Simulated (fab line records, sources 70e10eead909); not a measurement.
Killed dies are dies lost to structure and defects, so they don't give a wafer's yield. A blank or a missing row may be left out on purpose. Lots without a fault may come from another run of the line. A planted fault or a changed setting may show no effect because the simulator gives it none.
fab line records | flow nand_harc
record lots=24 wafers=72 last_day=24
route steps=1159 shown P_BONDPAD@380 A_ZERO_WELL@405 A_CHANNEL_HOLE_D1@464 A_CHANNEL_FILL_D1@501
lots that met no fault: from a run of the same line without faults
start_h: hours from the record's first day to the start of the lot's first wafer shown | wait_h: hours since the lot's step before | " the same as in the row above | L1.1+2: a row that stands for several wafers | - no value, or no start given | * or withheld: withheld | < > ~ a bound
route shown NAME@n: a module of which the file shows steps, and the number in the route of the first | usual: mean/standard deviation of fault-free wafers | same: alike in all rows | chamber/n: place in a boat | sites: the reading at each site | _std_site: their standard deviation | _edge_site: outer sites' mean less inner sites' | radius_mm: how far each site lies from the wafer's centre | mask NAME#n: copy n | behind: the tool/chamber that last shaped the wafer | hold: why the lot was held/for how many hours/how that ended | device: the transistor (n, p or np) that didn't switch | end of line: the same wafers' tests at the end of the route | a step without rows: its recipe alone | killed: dies lost to structure and defects at the first sort, not the wafer's yield | map: a wafer's dies, x killed, . not, _ none there
set.NAME: the setting as run; set.NAME@STEP: as run at that earlier step | model.NAME: the simulator's own value behind a step, which no gauge read
steps of the route over a sample of lots; a table a step, a row a wafer
services: from which hour (start_h, from the record's first day; less than 0 if before it) a tool's chamber was out of use, for how many hours, and why
## steps
# step NHARC_P_BONDPAD_CMP_19
# recipe t_overpolish_s=30 cu_recess_touch_s=16 target_thk_nm=160.81
# usual motor_current_A=12.3/1.5 overpolish_run_s=30.000/0.01 slurry_filter_dp_kPa=13.51/0.14 slurry_flow_ml_min=149.9/0.48
# columns lot.wafer tool chamber start_h wait_h motor_current_A overpolish_run_s slurry_filter_dp_kPa slurry_flow_ml_min
L074.4 cmp-03 3 133.70 - 9.6 29.996 13.65 149.8
L074.6 " 3 " " 10.0 29.976 13.51 149.6
L074.5 " 0 " " 12.4 30.001 13.44 150.1
L075.1 cmp-03 1 145.59 - 15.6 29.987 13.40 150.4
L075.5 " 2 " " 13.2 30.002 13.51 149.3
L075.6 " 3 " " 9.6 30.005 13.37 149.9
L077.4 cmp-03 1 154.94 - 14.4 29.996 13.48 149.2
L077.2 " 2 " " 13.6 29.989 13.51 149.5
L077.1 " 3 " " 9.9 30.011 13.55 148.9
L076.3 cmp-01 1 155.80 - 11.7 29.985 13.51 151.0
L076.6 " 2 " " 12.8 30.009 13.57 150.5
L076.5 " 3 " " 10.8 30.020 13.79 149.5
L078.4 cmp-01 0 156.79 - 14.9 30.005 13.49 149.9
L078.6 " 2 " " 11.8 30.000 13.47 149.2
L078.5 " 3 " " 11.2 29.985 13.62 150.9
L081.2 cmp-03 3 163.74 - 10.0 29.997 13.21 149.9
L081.4 " 0 " " 12.1 29.993 13.45 149.6
L081.1 " 2 " " 13.7 30.010 13.44 150.1
L079.1 cmp-02 0 164.19 - 13.8 30.000 13.51 149.2
L079.2 " 1 " " 10.5 30.020 13.33 150.4
L079.6 " 3 " " 12.7 29.999 13.42 149.3
L080.3 cmp-02 2 168.10 - 11.3 29.993 13.66 149.6
L080.5 " 3 " " 11.9 30.002 13.61 149.8
L080.6 " 0 " " 14.0 30.018 13.51 149.1
L082.4 cmp-02 3 181.31 - 12.3 30.016 13.47 150.2
L082.5 " 2 " " 11.5 30.000 13.31 150.2
L082.6 " 3 " " 12.6 29.994 13.76 150.0
L083.4 cmp-01 2 188.14 - 12.2 30.003 13.60 149.9
L083.6 " 2 " " 12.2 29.986 13.52 150.1
L083.5 " 3 " " 11.4 30.006 13.45 149.7
L084.4 cmp-03 2 189.26 - 13.8 29.994 13.54 150.6
L084.1 " 3 " " 9.8 30.000 13.65 150.1
L084.2 " 1 " " 15.4 29.994 13.54 150.8
L085.4 cmp-02 3 196.38 - 12.4 29.981 13.59 150.5
L085.2 " 0 " " 13.3 29.993 13.70 149.9
L085.6 " 3 " " 12.3 29.991 13.46 150.9
L088.3 cmp-02 1 209.26 - 10.8 29.996 13.43 150.3
L088.1 " 2 " " 11.0 30.013 13.49 150.0
L088.6 " 0 " " 13.1 30.013 13.28 149.3
L087.1 cmp-03 1 211.87 - 15.3 29.999 13.48 150.3
L087.6 " 1 " " 14.6 29.995 13.76 150.1
L087.5 " 2 " " 13.5 30.002 13.54 150.2
L086.1 cmp-03 3 212.64 - 8.8 30.002 13.55 149.3
L086.3 " 2 " " 13.9 30.003 13.42 149.6
L086.6 " 0 " " 11.6 29.982 13.52 151.0
L089.4 cmp-01 0 220.89 - 13.7 30.008 13.54 149.7
L089.6 " 0 " " 14.2 30.010 13.43 149.9
L089.5 " 1 " " 11.8 29.999 13.56 150.5
L090.1 cmp-01 2 221.79 - 12.8 30.007 13.65 150.7
L090.4 " 3 " " 10.8 30.002 13.54 149.7
L090.5 " 2 " " 11.9 30.010 13.74 149.7
L091.3 cmp-01 3 228.81 - 11.1 29.996 13.72 149.5
L091.4 " 0 " " 14.2 29.986 13.32 149.7
L091.1 " 1 " " 11.2 29.997 13.66 150.2
L092.1 cmp-03 2 239.14 - 13.6 29.994 13.46 150.2
L092.2 " 3 " " 10.3 29.993 13.64 150.4
L092.5 " 3 " " 9.2 29.999 13.62 149.9
L093.4 cmp-02 3 243.24 - 12.3 29.993 13.51 150.4
L093.3 " 1 " " 10.2 30.014 13.29 149.9
L093.1 " 2 " " 11.7 29.992 13.55 149.7
L094.1 cmp-01 1 254.93 - 12.0 30.003 13.62 150.4
L094.4 " 2 " " 12.4 30.000 13.39 149.6
L094.2 " 3 " " 11.3 29.993 13.25 149.2
L095.4 cmp-03 0 259.29 - 12.7 30.009 13.45 149.2
L095.3 " 3 " " 9.6 29.997 13.21 149.4
L095.6 " 1 " " 14.4 30.019 13.32 150.0
L096.1 cmp-01 0 260.59 - 14.7 30.002 13.53 149.5
L096.2 " 1 " " 11.6 30.004 13.47 149.1
L096.6 " 0 " " 14.1 30.004 13.38 149.1
L097.1 cmp-02 3 277.11 - 12.8 30.011 13.59 150.1
L097.4 " 0 " " 13.4 30.008 13.52 150.7
L097.2 " 1 " " 10.1 29.985 13.27 150.0
# step NHARC_P_BONDPAD_INSPECT_23
# usual raw_defect_count=314/110
# columns lot.wafer tool chamber start_h wait_h raw_defect_count
L074.4 defect_inspect-02 - 134.25 0.0 239
L074.5 " - " " 198
L074.6 " - " " 175
L075.1 defect_inspect-02 - 146.06 0.0 436
L075.5 " - " " 262
L075.6 " - " " 228
L077.1 defect_inspect-01 - 155.47 0.0 241
L077.2 " - " " 287
L077.4 " - " " 239
L076.3 defect_inspect-01 - 156.26 0.0 319
L076.5 " - " " 375
L076.6 " - " " 353
L078.4 defect_inspect-01 - 157.28 0.0 259
L078.5 " - " " 357
L078.6 " - " " 332
L081.1 defect_inspect-02 - 164.29 0.0 232
L081.2 " - " " 186
L081.4 " - " " 427
L079.1 defect_inspect-01 - 164.67 0.0 337
L079.2 " - " " 380
L079.6 " - " " 321
L080.3 defect_inspect-02 - 168.55 0.0 331
L080.5 " - " " 261
L080.6 " - " " 277
L082.4 defect_inspect-02 - 181.84 0.0 253
L082.5 " - " " 430
L082.6 " - " " 385
L083.4 defect_inspect-02 - 188.69 0.1 237
L083.5 " - " " 192
L083.6 " - " " 168
L084.1 defect_inspect-02 - 189.79 0.0 189
L084.2 " - " " 272
L084.4 " - " " 293
L085.2 defect_inspect-02 - 196.90 0.0 212
L085.4 " - " " 250
L085.6 " - " " 396
L088.1 defect_inspect-01 - 209.76 0.0 191
L088.3 " - " " 315
L088.6 " - " " 335
L087.1 defect_inspect-01 - 212.39 0.0 435
L087.5 " - " " 313
L087.6 " - " " 248
L086.1 defect_inspect-01 - 213.17 0.0 779
L086.3 " - " " 451
L086.6 " - " " 432
L089.4 defect_inspect-02 - 221.43 0.0 175
L089.5 " - " " 245
L089.6 " - " " 233
L090.1 defect_inspect-01 - 222.31 0.1 505
L090.4 " - " " 323
L090.5 " - " " 398
L091.1 defect_inspect-02 - 229.36 0.0 125
L091.3 " - " " 261
L091.4 " - " " 272
L092.1 defect_inspect-01 - 239.68 0.0 449
L092.2 " - " " 230
L092.5 " - " " 190
L093.1 defect_inspect-02 - 243.78 0.0 205
L093.3 " - " " 258
L093.4 " - " " 326
L094.1 defect_inspect-02 - 255.43 0.0 207
L094.2 " - " " 172
L094.4 " - " " 240
L095.3 defect_inspect-01 - 259.82 0.0 491
L095.4 " - " " 331
L095.6 " - " " 307
L096.1 defect_inspect-02 - 261.13 0.0 489
L096.2 " - " " 241
L096.6 " - " " 205
L097.1 defect_inspect-01 - 277.67 0.1 495
L097.2 " - " " 205
L097.4 " - " " 495
# step NHARC_A_ZERO_WELL_ETCH_13
# recipe target_depth_a=1200 time_s=40.1 hbr_flow_sccm=150 cl2_flow_sccm=50 rf_w=400 icp_w=400 bias_w=100 chemistry=HBr/Cl2
# usual bias_w=100.0/0.3 drypump_motor_current_A=5.8/0.46 hbr_flow_sccm=150.0/0.46 oes_product_au=1.004/0.01 throttle_valve_pct=26.406/0.0085
# columns lot.wafer tool chamber start_h wait_h bias_w drypump_motor_current_A hbr_flow_sccm oes_product_au rf_hours_counter_h throttle_valve_pct
L074.4 rie_si-04 0 135.92 - 99.5 6.2 150.3 1.007 0.2 26.408
L074.6 " 0 " " 100.3 6.3 150.0 1.000 - 26.416
L074.5 " 1 " " 100.4 5.7 149.6 1.001 - 26.401
L075.1 rie_si-04 1 147.62 - 99.4 5.7 149.4 0.995 0.3 26.413
L075.5 " 0 " " 100.0 6.3 150.3 0.999 - 26.405
L075.6 " 1 " " 99.9 5.7 149.7 0.997 - 26.400
L077.1 rie_si-01 3 157.15 - 99.9 6.5 149.1 1.005 0.1 26.412
L077.2 " 0 " " 100.0 5.1 149.6 1.030 0.1 26.409
L077.4 " 1 " " 99.9 5.5 149.8 1.004 0.2 26.402
L076.3 rie_si-05 1 157.90 - 100.1 5.0 149.7 1.008 0.6 26.402
L076.6 " 2 " " 100.0 5.5 149.9 1.001 - 26.418
L076.5 " 3 " " 99.4 5.7 149.5 1.007 - 26.416
L078.4 rie_si-01 2 159.02 - 99.7 5.5 149.4 1.006 0.2 26.404
L078.6 " 0 " " 100.1 5.1 149.9 1.019 - 26.393
L078.5 " 1 " " 99.6 5.5 151.0 0.981 - 26.419
L081.1 rie_si-04 3 166.03 - 100.0 6.3 150.3 0.995 0.4 26.408
L081.2 " 1 " " 100.8 5.7 149.6 0.986 0.4 26.395
L081.4 " 2 " " 99.7 5.8 150.2 1.003 - 26.418
L079.2 rie_si-01 3 166.41 - 100.5 6.5 149.8 1.000 0.2 26.402
L079.1 " 0 " " 99.6 5.1 149.5 1.028 0.2 26.406
L079.6 " 2 " " 100.4 5.5 150.4 1.005 - 26.400
L080.3 rie_si-04 1 170.28 - 99.7 5.7 149.8 0.995 0.4 26.389
L080.5 " 2 " " 100.1 5.8 149.9 0.998 - 26.408
L080.6 " 3 " " 100.1 6.3 149.9 1.009 - 26.389
L082.4 rie_si-05 0 183.52 - 100.2 5.8 149.7 1.012 0.8 26.404
L082.5 " 0 " " 99.8 5.9 149.9 1.000 - 26.398
L082.6 " 1 " " 100.1 5.0 149.2 0.992 - 26.404
L083.4 rie_si-01 2 190.28 - 99.8 5.5 150.6 1.006 0.4 26.408
L083.6 " 3 " " 99.8 6.5 150.2 1.010 - 26.400
L083.5 " 0 " " 100.0 5.1 150.0 1.020 - 26.389
L084.1 rie_si-01 3 191.48 - 100.2 6.6 150.1 0.991 0.4 26.417
L084.4 " 1 " " 99.9 5.5 149.8 0.985 0.4 26.405
L084.2 " 2 " " 100.3 5.5 150.1 1.002 0.4 26.408
L085.4 rie_si-04 1 198.45 - 100.0 5.7 150.1 1.004 0.6 26.409
L085.2 " 2 " " 100.1 5.8 150.1 1.016 0.8 26.410
L085.6 " 1 " " 100.5 5.7 149.9 1.000 - 26.402
L088.3 rie_si-04 2 211.45 - 100.5 5.8 149.8 1.005 0.8 26.404
L088.1 " 0 " " 100.1 6.3 150.3 0.993 0.6 26.405
L088.6 " 2 " " 99.6 5.8 150.1 1.000 - 26.418
L087.1 rie_si-01 0 214.08 - 100.2 5.1 150.1 1.017 0.5 26.396
L087.6 " 3 " " 100.2 6.6 149.8 1.000 - 26.408
L087.5 " 0 " " 100.2 5.1 151.1 1.006 - 26.404
L086.1 rie_si-05 2 214.84 - 99.7 5.5 149.7 1.000 1.0 26.426
L086.3 " 1 " " 99.9 5.0 149.1 0.994 0.9 26.413
L086.6 " 3 " " 99.8 5.7 150.1 1.005 - 26.412
L089.4 rie_si-01 0 223.16 - 100.1 5.1 150.4 1.008 0.6 26.416
L089.5 " 2 " " 100.4 5.5 149.8 1.009 - 26.411
L089.6 " 3 " " 100.2 6.6 149.7 1.009 - 26.409
L090.4 rie_si-05 3 223.98 - 100.0 5.7 150.1 1.020 1.2 26.417
L090.1 " 2 " " 100.2 5.5 150.0 1.009 1.1 26.380
L090.5 " 3 " " 100.0 5.7 149.5 1.014 - 26.401
L091.3 rie_si-05 1 231.05 - 99.5 5.0 149.9 0.999 1.0 26.396
L091.1 " 2 " " 99.7 5.4 149.2 0.996 1.1 26.404
L091.4 " 3 " " 99.4 5.7 150.7 1.008 1.2 26.417
L092.2 rie_si-01 1 241.22 - 99.8 5.5 150.5 1.001 0.6 26.410
L092.1 " 2 " " 100.1 5.5 149.3 1.014 0.7 26.411
L092.5 " 1 " " 100.2 5.5 149.8 0.989 - 26.417
L093.1 rie_si-04 1 245.46 - 99.4 5.7 149.8 0.991 0.9 26.420
L093.4 " 2 " " 99.9 5.8 149.3 1.002 1.1 26.412
L093.3 " 3 " " 99.9 6.4 149.7 1.024 1.1 26.414
L094.4 rie_si-04 3 257.10 - 99.7 6.4 150.3 1.013 1.2 26.407
L094.1 " 0 " " 100.2 6.3 150.3 0.991 1.0 26.403
L094.2 " 1 " " 100.1 5.7 150.9 0.987 1.0 26.411
L095.4 rie_si-04 2 261.50 - 100.1 5.8 150.9 1.005 1.2 26.391
L095.3 " 3 " " 100.1 6.4 150.2 1.015 1.2 26.414
L095.6 " 2 " " 100.1 5.8 150.4 0.994 - 26.395
L096.1 rie_si-01 1 262.80 - 99.9 5.5 149.7 0.993 0.7 26.403
L096.2 " 2 " " 100.4 5.5 150.5 1.007 0.8 26.406
L096.6 " 0 " " 100.2 5.1 149.4 1.023 - 26.403
L097.4 rie_si-01 2 279.36 - 99.6 5.5 150.2 1.009 0.9 26.397
L097.1 " 0 " " 99.8 5.1 150.6 1.033 1.1 26.421
L097.2 " 1 " " 100.6 5.5 149.5 0.989 0.9 26.399
# step NHARC_A_CHANNEL_HOLE_D1_INSPECT_12
# usual raw_defect_count=5.8/3
# columns lot.wafer tool chamber start_h wait_h raw_defect_count
L074.4 defect_inspect-01 - 172.71 0.0 7
L074.5 " - " " 10
L074.6 " - " " 14
L077.1 defect_inspect-01 - 192.35 0.0 13
L077.2 " - " " 5
L077.4 " - " " 6
L076.3 defect_inspect-02 - 192.51 0.0 1
L076.5 " - " " 5
L076.6 " - " " 0
L078.4 defect_inspect-02 - 192.66 0.0 7
L078.5 " - " " 7
L078.6 " - " " 5
L075.1 defect_inspect-01 - 194.26 0.0 5
L075.5 " - " " 8
L075.6 " - " " 5
L079.1 defect_inspect-02 - 206.97 0.0 8
L079.2 " - " " 11
L079.6 " - " " 5
L081.1 defect_inspect-02 - 207.44 0.0 4
L081.2 " - " " 7
L081.4 " - " " 2
L080.3 defect_inspect-01 - 208.21 0.0 12
L080.5 " - " " 5
L080.6 " - " " 5
L082.4 defect_inspect-02 - 222.81 0.0 5
L082.5 " - " " 5
L082.6 " - " " 3
L084.1 defect_inspect-01 - 230.74 0.0 3
L084.2 " - " " 1
L084.4 " - " " 10
L083.4 defect_inspect-01 - 230.90 0.0 7
L083.5 " - " " 6
L083.6 " - " " 11
L085.2 defect_inspect-01 - 245.16 0.0 3
L085.4 " - " " 2
L085.6 " - " " 5
L087.1 defect_inspect-02 - 253.98 0.0 4
L087.5 " - " " 3
L087.6 " - " " 6
L088.1 defect_inspect-02 - 254.19 0.0 8
L088.3 " - " " 4
L088.6 " - " " 8
L086.1 defect_inspect-01 - 255.04 0.1 6
L086.3 " - " " 6
L086.6 " - " " 13
L089.4 defect_inspect-01 - 260.94 0.0 7
L089.5 " - " " 3
L089.6 " - " " 7
L090.1 defect_inspect-01 - 262.10 0.0 5
L090.4 " - " " 2
L090.5 " - " " 8
L091.1 defect_inspect-02 - 270.82 0.0 4
L091.3 " - " " 5
L091.4 " - " " 5
L092.1 defect_inspect-02 - 279.37 0.0 2
L092.2 " - " " 6
L092.5 " - " " 5
L093.1 defect_inspect-01 - 283.40 0.0 6
L093.3 " - " " 6
L093.4 " - " " 5
L094.1 defect_inspect-01 - 297.71 0.0 11
L094.2 " - " " 5
L094.4 " - " " 2
L096.1 defect_inspect-01 - 299.61 0.0 6
L096.2 " - " " 6
L096.6 " - " " 5
L095.3 defect_inspect-01 - 299.77 0.0 8
L095.4 " - " " 3
L095.6 " - " " 1
L097.1 defect_inspect-02 - 320.54 0.0 7
L097.2 " - " " 5
L097.4 " - " " 5
# step NHARC_A_CHANNEL_HOLE_D1_ETCH_33
# recipe bias_v=400 source_w=2000 pressure_mtorr=25 time_s=90 ar_flow_sccm=375 c4f8_flow_sccm=41.7 o2_flow_sccm=83.3 temp_c=-20 target_depth_a=4000 chemistry=C4F8/O2/Ar
# usual drypump_motor_current_A=5.4/0.42 showerhead_plenum_p_Torr=3.68/0.1 throttle_valve_pct=27.619/0.0096
# columns lot.wafer tool chamber start_h wait_h drypump_motor_current_A rf_hours_counter_h showerhead_plenum_p_Torr throttle_valve_pct
L074.4 har_etch-02 1 177.97 0.2 5.3 - 3.58 27.604
L074.5 " 1 " " 5.3 - 3.58 27.629
L074.6 " 0 " " 5.9 - 3.84 27.628
L077.2 har_etch-02 1 197.59 0.2 5.4 107 3.58 27.615
L077.1 " 0 " " 5.9 107 3.84 27.634
L077.4 " 0 " " 5.9 - 3.84 27.615
L076.3 har_etch-01 1 197.96 0.2 4.7 - 3.70 27.607
L076.6 " 1 " " 4.8 - 3.70 27.638
L076.5 " 0 " " 5.7 - 3.64 27.618
L078.4 har_etch-02 0 201.84 0.2 5.9 - 3.84 27.625
L078.6 " 0 " " 5.9 - 3.84 27.615
L078.5 " 1 " " 5.3 - 3.58 27.621
L075.1 har_etch-01 0 202.12 0.2 5.7 196 3.64 27.635
L075.6 " 1 " " 4.7 - 3.70 27.606
L075.5 " 0 " " 5.7 - 3.64 27.615
L079.1 har_etch-02 0 212.22 0.2 5.9 117 3.83 27.620
L079.2 " 1 " " 5.3 117 3.57 27.607
L079.6 " 0 " " 5.9 - 3.83 27.622
L081.1 har_etch-01 0 212.67 0.2 5.7 203 3.63 27.609
L081.2 " 1 " " 4.7 203 3.69 27.623
L081.4 " 1 " " 4.7 - 3.69 27.624
L080.3 har_etch-02 0 216.42 0.2 5.9 - 3.83 27.631
L080.5 " 0 " " 5.9 - 3.83 27.625
L080.6 " 1 " " 5.3 - 3.57 27.616
L082.4 har_etch-02 1 228.34 0.2 5.3 - 3.57 27.626
L082.6 " 0 " " 5.9 - 3.83 27.634
L082.5 " 1 " " 5.3 - 3.57 27.628
L084.2 har_etch-01 0 235.97 0.2 5.7 210 3.63 27.617
L084.1 " 1 " " 4.8 210 3.69 27.619
L084.4 " 0 " " 5.7 - 3.63 27.608
L083.4 har_etch-02 0 236.18 0.2 5.9 - 3.82 27.609
L083.6 " 0 " " 5.9 - 3.82 27.614
L083.5 " 1 " " 5.3 - 3.57 27.605
L085.2 har_etch-02 0 250.43 0.2 5.9 139 3.82 27.625
L085.4 " 0 " " 5.9 - 3.82 27.600
L085.6 " 0 " " 5.9 - 3.82 27.613
L088.1 har_etch-01 1 259.62 0.2 4.8 220 3.68 27.621
L088.3 " 0 " " 5.7 - 3.63 27.611
L088.6 " 1 " " 4.7 - 3.68 27.611
L087.1 har_etch-02 0 259.67 0.2 5.9 143 3.82 27.618
L087.5 " 0 " " 5.9 - 3.82 27.614
L087.6 " 1 " " 5.3 - 3.56 27.608
L086.1 har_etch-01 0 263.76 0.2 5.6 224 3.62 27.622
L086.3 " 1 " " 4.8 - 3.68 27.621
L086.6 " 0 " " 5.7 - 3.62 27.608
L089.4 har_etch-02 0 266.26 0.2 5.9 - 3.81 27.635
L089.6 " 0 " " 5.9 - 3.81 27.618
L089.5 " 1 " " 5.3 - 3.56 27.623
L090.1 har_etch-01 0 267.96 0.2 5.7 228 3.62 27.629
L090.4 " 1 " " 4.8 - 3.68 27.624
L090.5 " 0 " " 5.7 - 3.62 27.624
L091.1 har_etch-02 0 276.04 0.2 5.9 154 3.81 27.636
L091.4 " 0 " " 5.9 - 3.81 27.634
L091.3 " 1 " " 5.3 - 3.55 27.618
L092.1 har_etch-01 1 284.57 0.2 4.7 235 3.68 27.620
L092.2 " 0 " " 5.7 235 3.62 27.626
L092.5 " 1 " " 4.8 - 3.68 27.610
L093.1 har_etch-02 0 288.67 0.2 5.9 158 3.81 27.605
L093.4 " 1 " " 5.3 - 3.55 27.620
L093.3 " 0 " " 5.9 - 3.81 27.627
L094.2 har_etch-01 0 303.56 0.2 5.7 239 3.61 27.619
L094.1 " 1 " " 4.7 239 3.67 27.600
L094.4 " 0 " " 5.7 - 3.61 27.612
L096.1 har_etch-02 1 304.82 0.2 5.3 162 3.55 27.633
L096.2 " 0 " " 5.9 162 3.81 27.618
L096.6 " 1 " " 5.3 - 3.55 27.639
L095.3 har_etch-01 0 307.79 0.2 5.7 - 3.61 27.622
L095.4 " 1 " " 4.7 - 3.67 27.625
L095.6 " 1 " " 4.8 - 3.67 27.611
L097.2 har_etch-02 0 325.74 0.2 5.9 176 3.80 27.610
L097.1 " 1 " " 5.3 176 3.54 27.628
L097.4 " 0 " " 5.9 - 3.80 27.607
# step NHARC_A_CHANNEL_FILL_D1_STRIP_28
# recipe time_s=20 o2_flow_sccm=500 ar_flow_sccm=0 bias_w=0 chemistry=O2
# usual drypump_motor_current_A=5.6/0.44 oes_product_au=1.001/0.0091 rf_vpp_V=57.7/0.85 showerhead_plenum_p_Torr=3.47/0.13 throttle_valve_pct=17.037/0.0087
# same bias_w=0
# columns lot.wafer tool chamber start_h wait_h drypump_motor_current_A oes_product_au rf_hours_counter_h rf_vpp_V showerhead_plenum_p_Torr throttle_valve_pct
L074.4 rie_diel-03 3 204.36 0.1 5.9 0.994 5 58.7 3.68 17.039
L074.6 " 3 " " 5.9 0.995 - 59.3 3.68 17.024
L074.5 " 0 " " 5.7 0.997 - 57.8 3.34 17.029
L077.1 rie_diel-03 3 224.85 0.1 5.9 1.002 0 57.6 3.68 17.034
L077.4 " 1 " " 5.1 0.995 0 58.1 3.62 17.036
L077.2 " 2 " " 6.1 0.990 0 56.8 3.42 17.040
L076.3 rie_diel-09 1 224.86 0.1 5.1 1.003 3 58.1 3.32 17.048
L076.6 " 3 " " 4.9 1.014 - 57.6 3.37 17.043
L076.5 " 0 " " 5.9 0.994 - 58.1 3.45 17.038
L075.1 rie_diel-09 2 231.54 0.1 5.9 1.011 4 57.5 3.43 17.044
L075.5 " 1 " " 5.1 1.015 - 57.0 3.32 17.036
L075.6 " 2 " " 5.9 1.016 - 59.0 3.43 17.051
L078.4 rie_diel-03 1 231.60 0.1 5.1 0.983 0 58.0 3.62 17.035
L078.6 " 3 " " 5.9 0.998 - 58.1 3.68 17.035
L078.5 " 0 " " 5.7 1.013 - 57.6 3.34 17.032
L081.2 rie_diel-07 2 238.32 0.1 6.2 0.997 0 56.2 3.65 17.036
L081.1 " 3 " " 6.2 1.010 0 58.1 3.37 17.035
L081.4 " 0 " " 5.6 1.000 0 58.6 3.62 17.029
L079.1 rie_diel-09 1 238.34 0.1 5.1 1.012 4 58.3 3.32 17.040
L079.2 " 3 " " 4.9 1.012 4 57.3 3.37 17.026
L079.6 " 1 " " 5.1 1.010 - 57.1 3.32 17.045
L080.3 rie_diel-03 2 245.06 0.1 6.1 1.007 1 59.7 3.42 17.028
L080.6 " 0 " " 5.7 1.018 - 56.4 3.34 17.034
L080.5 " 1 " " 5.0 0.989 - 58.9 3.62 17.041
L082.4 rie_diel-03 2 259.30 0.1 6.1 1.002 1 57.7 3.42 17.029
L082.6 " 3 " " 5.9 1.002 - 58.1 3.68 17.029
L082.5 " 0 " " 5.7 1.011 - 57.4 3.34 17.038
L084.1 rie_diel-03 1 265.89 0.1 5.1 0.983 2 57.4 3.62 17.030
L084.4 " 2 " " 6.1 1.007 1 57.4 3.42 17.024
L084.2 " 0 " " 5.7 0.998 2 56.8 3.34 17.018
L083.4 rie_diel-09 0 265.89 0.1 5.9 0.996 0 59.3 3.45 17.050
L083.5 " 0 " " 5.9 0.989 - 56.6 3.45 17.029
L083.6 " 1 " " 5.1 1.005 - 56.8 3.33 17.040
L085.2 rie_diel-09 3 279.31 0.1 4.9 0.992 0 58.1 3.37 17.041
L085.4 " 2 " " 5.9 1.000 0 56.7 3.43 17.041
L085.6 " 0 " " 5.9 1.002 - 57.8 3.45 17.046
L088.3 rie_diel-03 0 286.30 0.1 5.7 1.012 2 57.4 3.34 17.045
L088.1 " 3 " " 5.9 0.997 2 59.4 3.68 17.048
L088.6 " 1 " " 5.0 0.983 - 58.1 3.62 17.022
L087.1 rie_diel-09 1 286.30 0.1 5.1 1.000 0 59.1 3.32 17.042
L087.5 " 1 " " 5.1 1.008 - 58.3 3.32 17.040
L087.6 " 2 " " 5.9 1.000 - 57.1 3.43 17.046
L089.4 rie_diel-09 0 291.79 0.1 5.9 0.991 1 57.0 3.45 17.046
L089.6 " 0 " " 5.9 0.986 - 58.6 3.45 17.022
L089.5 " 1 " " 5.1 1.009 - 57.7 3.32 17.036
L086.3 rie_diel-03 2 291.80 0.1 6.1 1.001 2 58.3 3.42 17.050
L086.1 " 3 " " 5.9 0.985 3 58.8 3.68 17.047
L086.6 " 1 " " 5.1 0.976 - 58.3 3.62 17.034
L090.1 rie_diel-07 3 291.80 0.1 6.2 1.022 11 57.5 3.37 17.028
L090.4 " 0 " " 5.6 1.010 12 58.2 3.61 17.025
L090.5 " 1 " " 5.9 1.002 - 58.0 3.70 17.042
L091.1 rie_diel-07 1 304.01 0.1 5.9 1.005 15 58.1 3.70 17.028
L091.4 " 3 " " 6.2 1.008 14 57.3 3.37 17.020
L091.3 " 0 " " 5.7 1.001 14 58.3 3.61 17.037
L092.1 rie_diel-09 2 310.80 0.1 5.9 0.998 1 58.1 3.43 17.049
L092.2 " 3 " " 4.9 0.997 1 56.9 3.37 17.039
L092.5 " 0 " " 5.9 0.999 - 57.5 3.45 17.037
L093.4 rie_diel-09 1 317.48 0.1 5.1 1.007 1 57.6 3.32 17.024
L093.3 " 2 " " 5.9 1.006 1 57.8 3.43 17.041
L093.1 " 0 " " 5.9 1.005 1 58.3 3.45 17.026
L096.2 rie_diel-09 0 330.05 0.1 5.9 1.000 1 58.0 3.45 17.029
L096.1 " 1 " " 5.1 0.997 1 57.6 3.32 17.045
L096.6 " 0 " " 5.9 1.001 - 57.7 3.45 17.046
L094.4 rie_diel-03 2 330.09 0.1 6.1 1.010 4 58.6 3.42 17.049
L094.2 " 3 " " 5.9 0.996 4 59.0 3.68 17.041
L094.1 " 1 " " 5.0 0.987 4 58.6 3.62 17.025
L095.4 rie_diel-03 2 333.96 0.1 6.1 1.013 4 55.8 3.42 17.026
L095.3 " 1 " " 5.1 0.990 4 58.7 3.62 17.038
L095.6 " 3 " " 5.9 1.002 - 57.9 3.68 17.049
L097.2 rie_diel-09 0 354.61 0.1 5.9 1.009 2 57.2 3.45 17.022
L097.1 " 1 " " 5.1 0.995 2 58.0 3.32 17.036
L097.4 " 3 " " 4.9 0.998 2 57.3 3.36 17.048
## services
# columns tool chamber start_h hours kind
cmp-03 - 115.39 3.5 repair
har_etch-01 - 122.71 0.9 repair
rie_si-01 - 127.00 9.0 pm
rie_si-01 0 140.02 15.9 repair
cmp-03 - 156.43 4.0 pm
cmp-03 - 162.41 1.1 repair
rie_si-04 0 164.91 15.8 repair
rie_diel-09 1 167.76 5.6 repair
rie_diel-03 - 196.60 0.2 repair
rie_diel-09 2 202.23 1.7 repair
cmp-03 - 209.43 0.3 repair
rie_si-04 1 213.73 6.3 repair
rie_diel-03 - 215.30 9.0 pm
har_etch-02 - 237.50 2.2 repair
rie_diel-09 2 238.22 16.3 repair
cmp-03 - 254.43 4.0 pm
rie_diel-09 - 254.57 9.0 pm
rie_si-01 3 258.22 5.9 repair
rie_si-04 2 263.06 15.6 repair
rie_diel-03 - 270.77 0.7 repair
rie_si-01 - 288.65 0.5 repair
rie_si-01 - 304.00 9.0 pm
har_etch-01 - 307.91 17.0 pm
rie_si-01 3 334.20 1.0 repair
## key
fault none
